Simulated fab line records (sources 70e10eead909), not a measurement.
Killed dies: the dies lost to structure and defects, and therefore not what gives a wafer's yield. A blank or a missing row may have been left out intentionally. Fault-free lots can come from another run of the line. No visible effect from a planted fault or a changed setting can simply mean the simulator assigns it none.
Matching of chambers | flow nand harc | rie diel-13 running NHARC_A_WL_FILL_STRIP_29: 4 sister chambers
The step strips in O2, time 20 s. 8 wafers are shown with their chamber, then 11 later ones without.

WAFERS, EACH WITH ITS CHAMBER
wafer  | chamber | oes product au (a.u.) | rf vpp V (V)
L079.1 | 2       | 0.979                 | 58.8
L081.3 | 1       | 0.999                 | 58.7
L081.5 | 3       | 0.990                 | 57.6
L081.6 | 0       | 0.995                 | 58.5
L088.3 | 1       | 0.984                 | 58.4
L088.5 | 2       | 1.002                 | 56.7
L088.6 | 3       | 0.989                 | 58.2
L091.1 | 0       | 0.987                 | 57.5

WAFERS MISSING THEIR CHAMBER
wafer  | oes product au (a.u.) | rf vpp V (V)
L091.2 | 1.000                 | 59.3
L091.3 | 1.011                 | 58.9
L089.3 | 1.004                 | 59.6
L089.4 | 0.991                 | 57.1
L089.6 | 0.998                 | 56.9
L090.2 | 1.000                 | 57.1
L090.4 | 0.992                 | 58.3
L090.5 | 1.000                 | 59.3
L096.2 | 0.991                 | 58.4
L096.3 | 0.993                 | 57.2
L096.6 | 0.988                 | 58.1

WHICH CHAMBER EACH WENT THROUGH
wafer  | from the rows above               | in truth
L091.2 | can't be placed: 1 or 0 or 3 or 2 | 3
L091.3 | can't be placed: 1 or 0 or 3 or 2 | 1
L089.3 | can't be placed: 1 or 0 or 3 or 2 | 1
L089.4 | can't be placed: 2 or 3 or 0 or 1 | 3
L089.6 | can't be placed: 2 or 3 or 0 or 1 | 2
L090.2 | can't be placed: 2 or 0 or 3 or 1 | 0
L090.4 | can't be placed: 1 or 0 or 3 or 2 | 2
L090.5 | can't be placed: 1 or 0 or 3 or 2 | 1
L096.2 | can't be placed: 1 or 0 or 3 or 2 | 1
L096.3 | can't be placed: 2 or 3 or 0 or 1 | 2
L096.6 | can't be placed: 3 or 0 or 2 or 1 | 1
Correct placement for 0 of the 11. Can't be placed from these rows: 11 (the true chamber is among the candidates in 11). Wrongly placed: 0.
How it was worked out, from the rows above alone: a wafer's distance from a chamber is the root of the sum, over the readings, of the square of ((its reading less the chamber's mean) divided by the reading's scatter). If the next closest chamber is less than 2 further off than the closest, the wafer can't be placed; otherwise it belongs to the closest. The mean given for a chamber averages the wafers shown for that chamber. The scatter is the square root of a quotient: the sum, over the shown wafers, of each reading's squared deviation from its chamber's mean, divided by wafers minus chambers.
